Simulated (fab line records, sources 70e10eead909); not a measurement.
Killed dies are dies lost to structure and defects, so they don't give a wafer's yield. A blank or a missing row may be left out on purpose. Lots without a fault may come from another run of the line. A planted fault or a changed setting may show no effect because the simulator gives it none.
Which tool did it? | flow nand_harc | 12 lots, 36 wafers sampled, at 1 step of a route of 1159

WHAT THE GAUGES READ, wafer by wafer
NHARC_P_M1_CD_MEAS_16.
lot  | measured     | on        | cd_nm (nm)
L074 | day 6 12:00  | cd_sem-03 | 130.0 129.5 128.6
L076 | day 6 20:46  | cd_sem-02 | 130.2 128.9 129.7
L079 | day 7 07:33  | cd_sem-01 | 130.5 130.0 130.7
L081 | day 7 15:54  | cd_sem-01 | 130.6 130.6 130.0
L084 | day 8 10:10  | cd_sem-01 | 131.3 130.2 130.9
L088 | day 9 07:16  | cd_sem-03 | 130.3 129.1 129.7
L086 | day 9 07:41  | cd_sem-03 | 130.1 130.0 128.9
L089 | day 10 06:05 | cd_sem-02 | 129.7 130.1 129.8
L091 | day 10 07:17 | cd_sem-01 | 129.7 130.1 130.3
L092 | day 10 15:06 | cd_sem-02 | 129.8 130.3 130.4
L095 | day 11 03:28 | cd_sem-01 | 130.3 130.2 130.4
L097 | day 11 17:14 | cd_sem-03 | 130.6 130.5 130.8

WHICH TOOL RAN EACH LOT (tool, then ch and the chambers of the sampled wafers, then the start)
The record holds no process step before these readings.

THE ANSWER, worked out from the rows above alone
Rule: what is usual is taken from the lots themselves. Put in order of their means at a reading, lots are off if they are a third of the lots or fewer, leave a main group of 4 or more, and stand apart from it by a gap of 3 or more times the standard deviation of the main group's means; of several such gaps the widest counts. A main group whose means are all the same, to the digits that the tables above print for the reading, isn't used. A lot without any number at a reading at which 4 lots or more have one is off too. The other lots that the step has rows for count as sound.
No lot is off at any reading shown: from this, nothing can be told.

WHAT THE SIMULATOR HAD PUT IN
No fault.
